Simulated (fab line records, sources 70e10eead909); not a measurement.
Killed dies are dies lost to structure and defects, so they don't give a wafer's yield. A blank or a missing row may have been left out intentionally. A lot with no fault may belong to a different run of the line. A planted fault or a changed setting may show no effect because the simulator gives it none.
Matching of chambers | flow nand harc | NHARC_A_STAIRCASE_STRIP_476 on rie diel-13 has 4 sister chambers
The step strips in O2, time 20 s. 4 wafers are shown with their chamber, then 9 later ones without.

== WAFERS WITH THEIR CHAMBER ==
wafer  | chamber | showerhead plenum p Torr (Torr)
L971.6 | 2       | 3.36
L973.3 | 3       | 3.76
L973.4 | 0       | 3.70
L973.5 | 1       | 3.77

== WAFERS MISSING THEIR CHAMBER ==
wafer  | showerhead plenum p Torr (Torr)
L975.1 | 3.76
L975.2 | 3.36
L975.3 | 3.76
L976.3 | 3.70
L976.4 | 3.75
L976.6 | 3.75
L977.1 | 3.75
L977.4 | 3.36
L977.5 | 3.69

== CHAMBER TAKEN BY EACH ==
wafer  | from the rows above     | in truth
L975.1 | can't be placed: 3 or 1 | 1
L975.2 | 2                       | 2
L975.3 | can't be placed: 3 or 1 | 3
L976.3 | 0                       | 0
L976.4 | can't be placed: 3 or 1 | 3
L976.6 | can't be placed: 3 or 1 | 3
L977.1 | can't be placed: 3 or 1 | 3
L977.4 | 2                       | 2
L977.5 | 0                       | 0
Correctly placed: 4 of 9. From these rows, 5 cannot be placed; in 5 the true chamber is one of the candidates. 0 placed wrongly.
How it was worked out, from the rows above alone: a wafer's distance from a chamber is the root of the sum, over the readings, of the square of ((its reading less the chamber's mean) divided by the reading's scatter). The wafer belongs to the nearest chamber; if the next one is less than 2 further off, it can't be placed. A chamber's mean is the mean of its shown wafers. The scatter: with one shown wafer a chamber, the root of the mean of the squares of how far each hidden wafer lies from its nearest shown one.
